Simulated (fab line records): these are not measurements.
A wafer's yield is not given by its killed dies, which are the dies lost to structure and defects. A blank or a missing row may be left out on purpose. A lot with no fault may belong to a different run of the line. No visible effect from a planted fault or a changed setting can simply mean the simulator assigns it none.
Split-lot trial ; flow n5_finfet ; route with 1938 steps; 7 lots, 39 wafers read

## ON THE SPLIT
At N5_BEOL_M2_ILD_DEP_00 (deposits SiOC from DEMS/O2, target thk 79 nm, time 15.3 s), the setting time_s was moved away from the recipe's 15.3 s on 18 of the 39 wafers read, by -59.2% to +43.0%. For the rest of the wafers, this setting stayed at what the recipe calls for.

There is no step in the file separating the split from the reading.

## THE READING
M2_ILD_THK in nanometres, read at N5_BEOL_M2_THK_MEAS_01. Fault-free wafers of this fab line usually give 79.1 nm, standard deviation 0.87 nm.

wafer;tool, chamber at the split;time_s as run, s;against the recipe;M2_ILD_THK, nm;against lot-mates on the recipe
L074.1;pecvd-03, 1;18.47;+20.7%;94.5;+15.3
L074.2;pecvd-03, 2;15.3;recipe;78.4;-
L074.3;pecvd-03, 0;18.47;+20.7%;94.8;+15.6
L074.4;pecvd-03, 1;15.3;recipe;80.6;-
L074.5;pecvd-03, 2;15.3;recipe;78.7;-
L074.6;pecvd-03, 0;18.47;+20.7%;95.8;+16.6
L077.1;pecvd-03, 1;8.763;-42.7%;45.8;-33.7
L077.2;pecvd-03, 0;8.763;-42.7%;45.4;-34.1
L077.3;pecvd-03, 2;8.763;-42.7%;45.2;-34.3
L077.4;pecvd-03, 0,2;15.3;recipe;79.8;-
L077.5;pecvd-03, 1;15.3;recipe;79.0;-
L077.6;pecvd-03, 0,2;15.3;recipe;79.7;-
L079.1;pecvd-04, 0;15.3;recipe;78.9;-
L079.2;pecvd-04, 1;21.88;+43.0%;111.1;+31.9
L079.3;pecvd-04, 2;21.88;+43.0%;111.2;+32.0
L079.4;pecvd-04, 1;15.3;recipe;78.7;-
L079.5;pecvd-04, 0;21.88;+43.0%;113.1;+33.9
L079.6;pecvd-04, 2;15.3;recipe;80.0;-
L081.1;pecvd-03, 2,0;15.3;recipe;78.7;-
L081.2;pecvd-03, 2,0;15.3;recipe;78.7;-
L081.4;pecvd-03, 1;15.3;recipe;78.9;-
L083.1;pecvd-02, 1;15.3;recipe;78.1;-
L083.2;pecvd-02, 2,0;21.87;+42.9%;111.5;+32.3
L083.3;pecvd-02, 2,0;21.87;+42.9%;111.6;+32.4
L083.4;pecvd-02, 0;21.87;+42.9%;113.4;+34.2
L083.5;pecvd-02, 2;15.3;recipe;79.9;-
L083.6;pecvd-02, 1;15.3;recipe;79.5;-
L091.1;pecvd-04, 2,0;15.3;recipe;79.3;-
L091.2;pecvd-04, 2,0;15.3;recipe;79.0;-
L091.3;pecvd-04, 1,2;6.238;-59.2%;33.4;-46.1
L091.4;pecvd-04, 1,2;6.238;-59.2%;33.2;-46.3
L091.5;pecvd-04, 1;15.3;recipe;80.3;-
L091.6;pecvd-04, 0;6.238;-59.2%;34.3;-45.2
L092.1;pecvd-04, 1,2;8.745;-42.8%;46.1;-33.3
L092.2;pecvd-04, 2;15.3;recipe;78.0;-
L092.3;pecvd-04, 0;15.3;recipe;79.5;-
L092.4;pecvd-04, 0;15.3;recipe;80.8;-
L092.5;pecvd-04, 1,2;8.745;-42.8%;46.3;-33.1
L092.6;pecvd-04, 1;8.745;-42.8%;45.1;-34.3
The file does not say which wafer passed through which chamber wherever a row lists several chambers: such a row stands for several wafers.

THE FIT
A straight line over all 39 wafers: M2_ILD_THK changes by +0.771 nm for each +1% of time_s; r = +1.00; the points scatter about the line by 0.78 nm.
The same after taking each lot's own level away (the mean of its wafers on the recipe; 39 wafers): +0.775 nm for each +1%; r = +1.00; scatter 0.77 nm.
According to that fit, moving time_s by its largest amount changes the reading by 46 nm.
The lots' own levels span 78.77 to 79.53 nm, that is 0.9 times the standard deviation above.
Consequently the slope shifts little with the lot-to-lot level, the two slopes agreeing.
Check: -46.1 nm against its lot-mates is what the line predicts for one of the wafers moved furthest among these (-59.2%) when that wafer is left out of the fit. Against them it came out at -46.1 nm.

## ADDITIONAL SPLITS CARRIED BY THESE WAFERS
Note: prior to the reading, these wafers also went through further splits. Each is held against what the fit with the lots' levels taken away leaves over:
other split on the same wafers;wafers away from the commonest value;r with M2_ILD_THK (lot level and that fit taken away)
N5_ZERO_LAYER_PECVD_02 time_s;12;-0.05
N5_FIN_SAQP_ETCH_69 target_depth_a;15;+0.01
N5_SD_EPI_N_DEVELOP_08 develop_time_s;12;+0.01
N5_HKMG_FIN_ALD_79 ald_cycles;9;+0.23
N5_MOL_CONTACT_COAG_ETCH_67 target_depth_a;15;+0.02

## THE WHOLE CHAIN: every reading that the file lists as answering this split, in the file's order
step;what it does;reading;change (the file's fit);r (the file's)
N5_BEOL_M2_ILD_DEP_00;deposits SiOC from DEMS/O2, target thk 79 nm, time 15.3 s;SiOC_of_BEOL_M2_ILD_DEP_00.thk_nm (the simulator's own value, which no gauge read);+0.775 nm for each +1% of the setting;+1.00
N5_BEOL_M2_THK_MEAS_01;;M2_ILD_THK;+0.775 for each +1% of the setting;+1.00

## FILE'S OWN FIT
M2_ILD_THK changes by +0.775 nm for each +1% of time_s, r = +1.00.
